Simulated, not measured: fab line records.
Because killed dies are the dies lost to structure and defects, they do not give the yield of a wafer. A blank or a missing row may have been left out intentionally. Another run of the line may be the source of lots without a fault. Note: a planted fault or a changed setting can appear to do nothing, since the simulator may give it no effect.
Matching of chambers -- flow n5 finfet -- rie diel-05 running N5_BEOL_M5_STRIP_64: 4 sister chambers
The step strips in CF4. 14 wafers are shown with their chamber, then 7 later ones without.

== WAFERS WITH THEIR CHAMBER ==
wafer,chamber,throttle valve pct (%),oes product au (a.u.),showerhead plenum p Torr (Torr)
L078.1,0,13.51,0.69,1.84
L078.5,0,13.51,0.70,1.84
L078.6,3,13.05,0.92,1.86
L081.2,3,13.07,0.91,1.86
L081.3,1,13.39,0.84,1.83
L081.4,0,13.53,0.69,1.84
L083.1,0,13.56,0.69,1.84
L083.4,1,13.41,0.84,1.82
L083.5,2,13.32,0.87,1.83
L093.3,3,13.10,0.85,1.85
L093.5,0,13.58,0.68,1.83
L093.6,3,13.10,0.87,1.85
L094.2,3,13.13,0.86,1.85
L094.4,1,13.45,0.81,1.82

SIGNATURES (means of the wafers above)
reading,chamber 0,chamber 1,chamber 2,chamber 3,scatter within a chamber
throttle valve pct,13.5380,13.4167,13.3200,13.0900,0.0309
oes product au,0.6900,0.8300,0.8700,0.8820,0.0216
showerhead plenum p Torr,1.8380,1.8233,1.8300,1.8540,0.00516
Rule: a wafer's distance from a chamber is the root of the sum, over the readings, of the square of ((its reading less the chamber's mean) divided by the reading's scatter). The wafer belongs to the nearest chamber; if the next one is less than 2 further off, it can't be placed. How the scatter is found: for the shown wafers, subtract from each reading the mean of its chamber, square and add these, divide the total by (wafers less chambers), then take the root.

== WAFERS WITHOUT THEIR CHAMBER ==
wafer,throttle valve pct (%),oes product au (a.u.),showerhead plenum p Torr (Torr)
L094.6,13.35,0.85,1.82
L096.1,13.12,0.85,1.85
L096.5,13.35,0.84,1.82
L096.6,13.45,0.81,1.82
L097.2,13.13,0.87,1.85
L097.5,13.46,0.82,1.82
L097.6,13.11,0.86,1.85

== WHICH CHAMBER EACH ONE RAN IN ==
wafer,from the rows above,in truth
L094.6,can't be placed: 2 or 1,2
L096.1,3,3
L096.5,can't be placed: 1 or 2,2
L096.6,1,1
L097.2,3,3
L097.5,1,1
L097.6,3,3
Correctly placed: 5 of 7. Can't be placed from these rows: 2 (the true chamber is among the candidates in 2). Wrongly placed: 0.
